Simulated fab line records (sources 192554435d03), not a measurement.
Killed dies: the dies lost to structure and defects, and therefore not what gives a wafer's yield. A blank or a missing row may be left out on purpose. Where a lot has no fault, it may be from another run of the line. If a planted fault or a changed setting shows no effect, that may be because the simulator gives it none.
A single fault, viewed from 2 desks | flow n5Finfet | each desk holds nothing but its own numbers, with what lay behind them at the end

## DESK OF THE TOOL OWNER: rieDiel-03
The tool's own readings at N5_BEOL_M4_TRENCH_ETCH_37 (etches SiOC in C4F6/O2, target depth 55.555 nm, time 29.2 s): means of the sampled wafers that have a number, for each lot that ran on this tool. A lot is out of limits, marked OUT, if its mean lies more than 4 standard deviations from the usual mean; the brackets give that distance.
Columns: A = drypumpMotorCurrentA at N5_BEOL_M4_TRENCH_ETCH_37, usual 5.8 A; B = oes_o_777_au at N5_BEOL_M4_TRENCH_ETCH_37, usual 0.84 a.u.; C = oesProductAu at N5_BEOL_M4_TRENCH_ETCH_37, usual 0.84 a.u.; D = rfVppV at N5_BEOL_M4_TRENCH_ETCH_37, usual 660 V; E = runLengthS at N5_BEOL_M4_TRENCH_ETCH_37, usual 52.52 s; F = showerheadPlenumPTorr at N5_BEOL_M4_TRENCH_ETCH_37, usual 2.86 Torr; G = throttleValvePct at N5_BEOL_M4_TRENCH_ETCH_37, usual 20.82 %
lot  | first seen here | A   | B    | C    | D   | E                | F    | G
L775 | day 8 00:01     | 5.5 | 0.88 | 0.88 | 658 | 52.59            | 2.87 | 20.91
L785 | day 10 13:29    | 5.8 | 0.89 | 0.91 | 666 | 52.27            | 2.85 | 20.76
L791 | day 12 05:05    | 5.7 | 0.86 | 0.87 | 660 | 51.17 (-4.5) OUT | 2.85 | 20.77
L794 | day 13 07:35    | 5.7 | 0.84 | 0.86 | 660 | 51.01 (-5.0) OUT | 2.84 | 20.79
This desk's verdict: out of limits on L791, L794, starting with L791 at day 12 05:05 (runLengthS at N5_BEOL_M4_TRENCH_ETCH_37). L775, L785 stayed within limits.

## METROLOGY DESK
Means of the sampled wafers that have a number, per lot and without regard to the tool the lot ran on: this is what the gauges read. A lot is out of limits, marked OUT, if its mean lies more than 4 standard deviations from the usual mean; the brackets give that distance. Of its 11 readings 7 are shown: those that lie furthest out on some lot.
Columns: A = trenchDepthNm at N5_BEOL_M4_OCD_MEAS_38, usual 55.8 nm; B = DIBL_N at N5_BEOL_M4_RC_MEAS_101, usual 36.0 mV/V; C = IOFF_N at N5_BEOL_M4_RC_MEAS_101, usual 0.156 nA/um; D = ION_N at N5_BEOL_M4_RC_MEAS_101, usual 673 uA/um; E = SS_P at N5_BEOL_M4_RC_MEAS_101, usual 73.3 mV/dec; F = VT_N at N5_BEOL_M4_RC_MEAS_101, usual 250 mV; G = VT_P at N5_BEOL_M4_RC_MEAS_101, usual -250 mV
lot  | first seen here | A    | B    | C     | D   | E    | F   | G
L776 | day 7 20:57     | 55.6 | 36.4 | 0.169 | 674 | 73.6 | 249 | -255
L775 | day 8 00:10     | 54.6 | 34.7 | 0.124 | 658 | 72.9 | 255 | -251
L780 | day 9 07:13     | 55.4 | 38.1 | 0.173 | 667 | 74.4 | 252 | -251
L782 | day 9 11:33     | 55.8 | 36.3 | 0.161 | 674 | 73.8 | 250 | -249
L784 | day 10 07:05    | 55.8 | 33.9 | 0.137 | 667 | 73.1 | 252 | -248
L785 | day 10 13:38    | 56.2 | 35.9 | 0.158 | 676 | 73.4 | 250 | -250
L791 | day 12 05:15    | 53.3 | 37.9 | 0.166 | 678 | 72.9 | 249 | -249
L794 | day 13 07:44    | 53.3 | 38.0 | 0.196 | 684 | 74.0 | 247 | -251
L797 | day 13 20:35    | 56.7 | 36.4 | 0.172 | 686 | 73.2 | 247 | -251
This desk's verdict: no lot among the 9 shows anything out of limits.

## TAKEN TOGETHER
On L791, L794, at day 12 05:05, an alarm was possible from the tool owner's desk.
From the metrology desk's view, nothing was out of limits.
The metrology desk has L791, L794 on record, within its limits.
All the named lots went through N5_BEOL_M4_TRENCH_ETCH_37 on rieDiel-03.

## WHAT THE SIMULATOR HAD INSERTED
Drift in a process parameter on rieDiel-03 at N5_BEOL_M4_TRENCH_ETCH_37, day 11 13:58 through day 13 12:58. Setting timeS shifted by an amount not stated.
Shown lots that were struck: L791, L794.
Each desk's first reading out of limits, in hours after the fault started: the tool owner's desk, 15.
